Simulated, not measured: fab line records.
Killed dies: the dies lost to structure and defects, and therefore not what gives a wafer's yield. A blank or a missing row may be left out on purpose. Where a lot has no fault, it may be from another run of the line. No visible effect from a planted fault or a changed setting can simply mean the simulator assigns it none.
Matching of chambers / flow n5 finfet / N5_BEOL_M2_PRE_CLEAN_60 on cvd co-01 has 3 sister chambers
The step time 15 s. 22 wafers are shown with their chamber, then 11 later ones without.

## WAFERS, EACH WITH ITS CHAMBER
wafer=L075.3; chamber=1; heater power w (W)=56
wafer=L075.5; chamber=2; heater power w (W)=77
wafer=L075.6; chamber=1; heater power w (W)=55
wafer=L077.2; chamber=2; heater power w (W)=78
wafer=L077.5; chamber=2; heater power w (W)=78
wafer=L077.6; chamber=1; heater power w (W)=57
wafer=L080.1; chamber=1; heater power w (W)=56
wafer=L080.4; chamber=2; heater power w (W)=77
wafer=L080.5; chamber=0; heater power w (W)=65
wafer=L081.2; chamber=0; heater power w (W)=65
wafer=L081.4; chamber=2; heater power w (W)=80
wafer=L081.6; chamber=0; heater power w (W)=65
wafer=L082.1; chamber=2; heater power w (W)=79
wafer=L082.2; chamber=0; heater power w (W)=67
wafer=L082.4; chamber=2; heater power w (W)=79
wafer=L084.3; chamber=0; heater power w (W)=66
wafer=L084.4; chamber=2; heater power w (W)=78
wafer=L084.5; chamber=0; heater power w (W)=65
wafer=L088.1; chamber=0; heater power w (W)=66
wafer=L088.2; chamber=2; heater power w (W)=81
wafer=L088.4; chamber=1; heater power w (W)=55
wafer=L089.1; chamber=2; heater power w (W)=81

SIGNATURES (means of the wafers above)
reading=heater power w; chamber 0=65.57; chamber 1=55.80; chamber 2=78.80; scatter within a chamber=1.17
Rule: for a wafer and a chamber, the distance is found by dividing, reading by reading, the gap between the wafer's reading and the chamber's mean by the reading's scatter, squaring, summing and taking the root. If the next closest chamber is less than 2 further off than the closest, the wafer can't be placed; otherwise it belongs to the closest. The scatter is the square root of a quotient: the sum, over the shown wafers, of each reading's squared deviation from its chamber's mean, divided by wafers minus chambers.

## WAFERS WITH NO CHAMBER GIVEN
wafer=L089.4; heater power w (W)=79
wafer=L089.6; heater power w (W)=67
wafer=L093.1; heater power w (W)=56
wafer=L093.5; heater power w (W)=79
wafer=L093.6; heater power w (W)=65
wafer=L094.2; heater power w (W)=81
wafer=L094.3; heater power w (W)=65
wafer=L094.5; heater power w (W)=68
wafer=L096.2; heater power w (W)=65
wafer=L096.3; heater power w (W)=54
wafer=L096.4; heater power w (W)=79

## WHICH CHAMBER EACH ONE RAN IN
wafer=L089.4; from the rows above=2; in truth=2
wafer=L089.6; from the rows above=0; in truth=0
wafer=L093.1; from the rows above=1; in truth=1
wafer=L093.5; from the rows above=2; in truth=2
wafer=L093.6; from the rows above=0; in truth=0
wafer=L094.2; from the rows above=2; in truth=2
wafer=L094.3; from the rows above=0; in truth=0
wafer=L094.5; from the rows above=0; in truth=0
wafer=L096.2; from the rows above=0; in truth=0
wafer=L096.3; from the rows above=1; in truth=1
wafer=L096.4; from the rows above=2; in truth=2
Placed correctly: 11 of 11. Number that these rows cannot place: 0. Placed wrongly: 0.
